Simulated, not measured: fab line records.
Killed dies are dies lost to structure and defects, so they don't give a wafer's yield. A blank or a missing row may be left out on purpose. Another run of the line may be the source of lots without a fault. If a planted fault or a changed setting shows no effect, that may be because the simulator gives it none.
Code-filled problem report in 8D (eight disciplines) form :: flow n5 finfet :: the parts of the form that need people (team, actions taken, sign-off) are left out

== 1. THE ISSUE ==
Wafers with no fault read 300.00 C with a standard deviation of 0.19, whereas susceptor temp C at N5_BEOL_M7_ILD_DEP_00 reads a mean of 296.71 C on 1 wafer of 1 lot. That puts it -17 standard deviations away from the usual mean.
The step: deposits SiCOH lowk from DEMS/porogen, target thk 179.75 nm, time 33.4 s.
Seen first at day 14 22:26 on pecvd-02, wafer L869.2. The record has a number at this step for 30 wafers belonging to 10 lots. Rule for "out" (also "out of limits"): further than 4 standard deviations from the usual mean. All remaining wafers that have a number are taken as sound.

== 2. WHAT IT IS; WHAT IT IS NOT ==
question: which readings at this step
is: susceptor temp C
is not: heater power outer w, heater power w, showerhead plenum p Torr, throttle valve pct

question: which lots
is: L869
is not: L852, L854, L856, L857, L859, L861, L863, L866, L872

question: which wafers of those lots
is: L869.2
is not: L869.5, L869.6

question: read on which tools
is: pecvd-02
is not: pecvd-03, pecvd-04

question: when
is: from day 14 22:26
is not: up to then (26 sound wafers); but 3 sound wafers of L872 came after

== 3. SUSPECTS, AND WHAT RULES EACH OUT ==
Counting: any tool at a process step up to the reading remains a suspect provided it ran every lot that is out. Sound lots after the first of them don't rule it out here, since some wafers of a struck lot are sound.
- rie diel-02 at N5_BEOL_M6_STRIP_80 (strips in N2/H2, time 10 s): kept. L869, the lot that is out, went through it at day 14 18:15; up to then, the latest sound lot through it was L863 at day 12 18:23. Because N5_BEOL_M6_STRIP_80 lacks a start for some lots, the hours and order of its lots are taken from N5_BEOL_M6_CURE_75.
- uv cure-03 at N5_BEOL_M6_CURE_75 (cures SiCOH lowk, time 120 s): kept. L869, the lot that is out, went through it at day 14 18:15; up to then, the latest sound lot through it was L866 at day 14 07:42.
- pecvd-02 at N5_BEOL_M7_ILD_DEP_00 (deposits SiCOH lowk from DEMS/porogen, target thk 179.75 nm, time 33.4 s): kept. L869, the lot that is out, went through it at day 14 22:26; up to then, the latest sound lot through it was L866 at day 14 11:46. On those wafers its own readings are out: susceptor temp C.
- In rie diel-02 at N5_BEOL_M6_STRIP_80, the wafers that are out were processed in chamber 2 and their sound lot-mates in chambers 0, 1.
- In pecvd-02 at N5_BEOL_M7_ILD_DEP_00, the wafers that are out were processed in chamber 0 and their sound lot-mates in chambers 1, 2.
The count leaves rie diel-02 at N5_BEOL_M6_STRIP_80, uv cure-03 at N5_BEOL_M6_CURE_75, and pecvd-02 at N5_BEOL_M7_ILD_DEP_00.

== 4. THE CAUSE (what the simulator had put in) ==
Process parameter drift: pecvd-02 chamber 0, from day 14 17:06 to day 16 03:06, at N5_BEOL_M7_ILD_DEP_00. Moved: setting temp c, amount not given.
After counting, 3 suspects remain, this tool included.

== 5. THE EFFECT CHAIN, in route order ==
Each row: a reading whose mean over the struck wafers that have a number lies more than 3 standard deviations from the usual. Scope: only readings with a usual standard deviation given in the record; hours: median across lots of the time from each lot's start at the first step in this table that gives one to its start at this step; sigmas: change in usual standard deviations.
hours: 0
step: N5_BEOL_M7_ILD_DEP_00
reading: susceptor temp C
usual: 300.00 C
on struck wafers: 296.71
change: -3.29
sigmas: -17
Its process steps:
- N5_BEOL_M7_ILD_DEP_00: deposits SiCOH lowk from DEMS/porogen, target thk 179.75 nm, time 33.4 s.

== 6. WHAT WOULD HAVE CAUGHT IT SOONER ==
First out-of-limits reading in this record: day 14 22:26, which is 5 hours after fault onset at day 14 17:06.
